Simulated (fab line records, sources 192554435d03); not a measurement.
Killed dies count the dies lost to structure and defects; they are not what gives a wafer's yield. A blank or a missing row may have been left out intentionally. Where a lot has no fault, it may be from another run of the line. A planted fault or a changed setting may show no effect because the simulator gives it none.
Chamber matching ; flow n5-finfet ; N5_BEOL_M9_ETCH_76 on rie-diel-03: 4 sister chambers
The step etches underlayer in N2/H2, target depth 6.5 nm, time 5.2 s. 8 wafers are shown with their chamber, then 11 later ones without.

== WAFERS WITH THEIR CHAMBER ==
wafer;chamber;drypump-motor-current-A (A);oes-product-au (a.u.)
L087.3;0;6.4;0.60
L087.4;3;5.6;0.57
L087.5;1;6.0;0.71
L087.6;2;5.5;0.61
L089.3;2;5.5;0.60
L089.5;0;6.3;0.60
L089.6;3;5.6;0.57
L092.1;1;6.0;0.71

== WAFERS MISSING THEIR CHAMBER ==
wafer;drypump-motor-current-A (A);oes-product-au (a.u.)
L092.2;5.5;0.61
L092.3;5.6;0.58
L092.4;6.4;0.60
L092.5;5.6;0.58
L092.6;6.4;0.60
L094.1;5.4;0.61
L094.3;6.1;0.71
L094.4;5.4;0.61
L097.2;6.1;0.69
L097.5;5.6;0.80
L097.6;5.5;0.59

== WHICH CHAMBER EACH ONE RAN IN ==
wafer;from the rows above;in truth
L092.2;2;2
L092.3;3;3
L092.4;0;0
L092.5;3;3
L092.6;0;0
L094.1;2;2
L094.3;1;1
L094.4;2;2
L097.2;1;1
L097.5;1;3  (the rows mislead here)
L097.6;2;2
Correct placement for 10 of the 11. Not placeable from these rows: 0. Wrongly placed: 1.
How it was worked out, from the rows above alone: a wafer's distance from a chamber is the root of the sum, over the readings, of the square of ((its reading less the chamber's mean) divided by the reading's scatter). The wafer belongs to the nearest chamber; if the next one is less than 2 further off, it can't be placed. A chamber's mean is the mean of its shown wafers. The scatter is the square root of a quotient: the sum, over the shown wafers, of each reading's squared deviation from its chamber's mean, divided by wafers minus chambers.
